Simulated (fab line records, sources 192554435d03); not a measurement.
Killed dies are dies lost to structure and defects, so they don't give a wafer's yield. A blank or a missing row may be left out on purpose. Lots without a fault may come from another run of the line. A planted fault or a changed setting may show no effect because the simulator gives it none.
One fault seen from 2 desks | flow n5_finfet | each desk has only its own numbers; what lay behind them comes last

THE METROLOGY DESK
What the gauges read, lot by lot, whatever tool the lot ran on: means of the sampled wafers that have a number. A lot is out of limits, marked OUT, if its mean lies more than 4 standard deviations from the usual mean; the brackets give that distance.
Columns: A = trench_depth_nm at N5_STI_FIN_REVEAL_FIN_H_MEAS_10, usual 51.9 nm
lot  | first seen here | A
L381 | day 2 23:58     | 52.0
L382 | day 3 09:41     | 51.8
L384 | day 3 18:43     | 52.3
L385 | day 4 00:16     | 52.7
L386 | day 4 07:16     | 51.5
L391 | day 5 16:35     | 52.2
L397 | day 7 09:32     | 50.3
L398 | day 7 20:43     | 50.1
L400 | day 8 05:55     | 49.3 (-4.5) OUT
L402 | day 8 09:19     | 51.1
This desk's finding: out of limits on L400; first on L400, day 8 05:55 (trench_depth_nm at N5_STI_FIN_REVEAL_FIN_H_MEAS_10). In limits: L381, L382, L384, L385, L386, L391, L397, L398, L402.

THE TOOL OWNER'S DESK: rie_diel-02
The tool's own readings at N5_STI_FIN_REVEAL_ETCHBACK_08 (etches SiO2 in C4F6/O2, target depth 30.5 nm, time 10.167 s): means of the sampled wafers that have a number, for each lot that ran on this tool. A lot is out of limits, marked OUT, if its mean lies more than 4 standard deviations from the usual mean; the brackets give that distance.
Columns: A = chamber_pressure_mTorr at N5_STI_FIN_REVEAL_ETCHBACK_08, usual 30.00 mTorr; B = drypump_motor_current_A at N5_STI_FIN_REVEAL_ETCHBACK_08, usual 5.7 A; C = oes_product_au at N5_STI_FIN_REVEAL_ETCHBACK_08, usual 0.77 a.u.; D = rf_vpp_V at N5_STI_FIN_REVEAL_ETCHBACK_08, usual 670 V; E = showerhead_plenum_p_Torr at N5_STI_FIN_REVEAL_ETCHBACK_08, usual 2.88 Torr; F = throttle_valve_pct at N5_STI_FIN_REVEAL_ETCHBACK_08, usual 21.15 %
lot  | first seen here | A     | B   | C    | D   | E    | F
L382 | day 3 06:22     | 29.99 | 5.6 | 0.80 | 675 | 2.90 | 21.19
L385 | day 3 21:19     | 29.96 | 5.6 | 0.82 | 675 | 2.87 | 21.21
L386 | day 4 04:16     | 30.01 | 5.6 | 0.81 | 674 | 2.87 | 21.22
L391 | day 5 13:38     | 29.98 | 5.5 | 0.74 | 675 | 2.88 | 21.30
L397 | day 7 06:22     | 30.02 | 5.9 | 0.78 | 675 | 2.89 | 21.20
L398 | day 7 17:46     | 29.99 | 6.0 | 0.83 | 674 | 2.87 | 21.13
L400 | day 8 02:57     | 30.02 | 5.9 | 0.77 | 674 | 2.88 | 21.21
This desk's finding: nothing out of limits on any of the 7 lots.

PUT TOGETHER
The metrology desk could have raised an alarm at day 8 05:55, on L400.
The tool owner's desk saw nothing out of limits.
The tool owner's desk has L400 on record, within its limits.
Of the lots named, all ran N5_STI_FIN_REVEAL_ETCHBACK_08 on rie_diel-02.

WHAT THE SIMULATOR HAD PUT IN
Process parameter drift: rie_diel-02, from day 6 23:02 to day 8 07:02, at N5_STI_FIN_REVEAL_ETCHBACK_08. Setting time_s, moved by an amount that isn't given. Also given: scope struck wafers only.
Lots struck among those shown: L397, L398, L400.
Hours from the fault's start to each desk's first reading out of limits: the metrology desk, 31.
